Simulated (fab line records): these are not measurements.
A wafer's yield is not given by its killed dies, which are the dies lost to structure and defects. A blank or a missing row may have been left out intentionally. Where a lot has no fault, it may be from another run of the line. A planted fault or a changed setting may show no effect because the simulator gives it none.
One fault through the eyes of 2 desks + flow n5Finfet + each desk holds nothing but its own numbers, with what lay behind them at the end

FROM THE METROLOGY DESK
What the gauges read, lot by lot, whatever tool the lot ran on: means of the sampled wafers that have a number. Any lot whose mean is over 4 standard deviations away from the usual mean is out of limits and marked OUT; that distance is given in the brackets.
Columns: A = V6_OVL at N5_BEOL_M7_OVL_MEAS_29, usual 0.0 nm
| lot  | first seen here | A    |
|------|-----------------|------|
| L468 | day 8 21:47     | 0.4  |
| L469 | day 9 06:44     | -0.2 |
| L472 | day 9 23:07     | -0.0 |
| L473 | day 10 13:23    | 0.2  |
| L475 | day 10 19:18    | -0.3 |
| L477 | day 11 04:47    | -0.7 |
| L484 | day 13 08:24    | -0.3 |
| L487 | day 14 12:04    | 0.6  |
| L491 | day 14 16:43    | -0.1 |
| L490 | day 14 23:06    | 1.1  |
This desk's verdict: no lot among the 10 shows anything out of limits.

THE TOOL OWNER'S DESK: rieDiel-05
The tool's own readings at N5_BEOL_M7_ETCH_66 (etches SOC in N2/H2, target depth 80 nm, overetch 16 nm, time 120 s): means of the sampled wafers that have a number, for each lot that ran on this tool. Any lot whose mean is over 4 standard deviations away from the usual mean is out of limits and marked OUT; that distance is given in the brackets. Shown are 7 of the 8 readings it has, namely the first that went out of limits plus those furthest out on some lot.
Columns: A = biasW at N5_BEOL_M7_ETCH_66, usual 150.0 W; B = chamberPressureMTorr at N5_BEOL_M7_ETCH_66, usual 30.000 mTorr; C = n2FlowSccm at N5_BEOL_M7_ETCH_66, usual 200.1 sccm; D = oesProductAu at N5_BEOL_M7_ETCH_66, usual 0.57 a.u.; E = rfVppV at N5_BEOL_M7_ETCH_66, usual 523.7 V; F = showerheadPlenumPTorr at N5_BEOL_M7_ETCH_66, usual 2.53 Torr; G = throttleValvePct at N5_BEOL_M7_ETCH_66, usual 17.91 %
| lot  | first seen here | A               | B      | C     | D    | E               | F    | G     |
|------|-----------------|-----------------|--------|-------|------|-----------------|------|-------|
| L468 | day 8 21:56     | 150.1           | 29.978 | 199.5 | 0.58 | 525.1           | 2.57 | 17.94 |
| L469 | day 9 06:54     | 149.9           | 30.034 | 200.4 | 0.55 | 526.3           | 2.62 | 17.87 |
| L473 | day 10 13:34    | 149.9           | 29.987 | 199.8 | 0.57 | 524.5           | 2.57 | 18.00 |
| L475 | day 10 19:28    | 149.8           | 29.997 | 200.1 | 0.57 | 524.9           | 2.56 | 17.95 |
| L484 | day 13 08:40    | 163.8 (+30) OUT | 29.976 | 199.6 | 0.57 | 554.4 (+11) OUT | 2.56 | 17.98 |
This desk's finding: out of limits on L484; first on L484, day 13 08:40 (biasW at N5_BEOL_M7_ETCH_66). Within limits: L468, L469, L473, L475.

BROUGHT TOGETHER
The tool owner's desk could have raised an alarm at day 13 08:40, on L484.
Metrology desk: nothing out of limits seen.
The metrology desk holds a record of L484, inside its limits.
Every lot named ran N5_BEOL_M7_ETCH_66 on rieDiel-05.

WHAT HAD BEEN PUT IN BY THE SIMULATOR
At N5_BEOL_M7_ETCH_66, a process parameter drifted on rieDiel-05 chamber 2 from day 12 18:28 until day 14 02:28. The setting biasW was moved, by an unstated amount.
Struck lots among those shown: L484.
Each desk's first reading out of limits, in hours after the fault started: the tool owner's desk, 14.
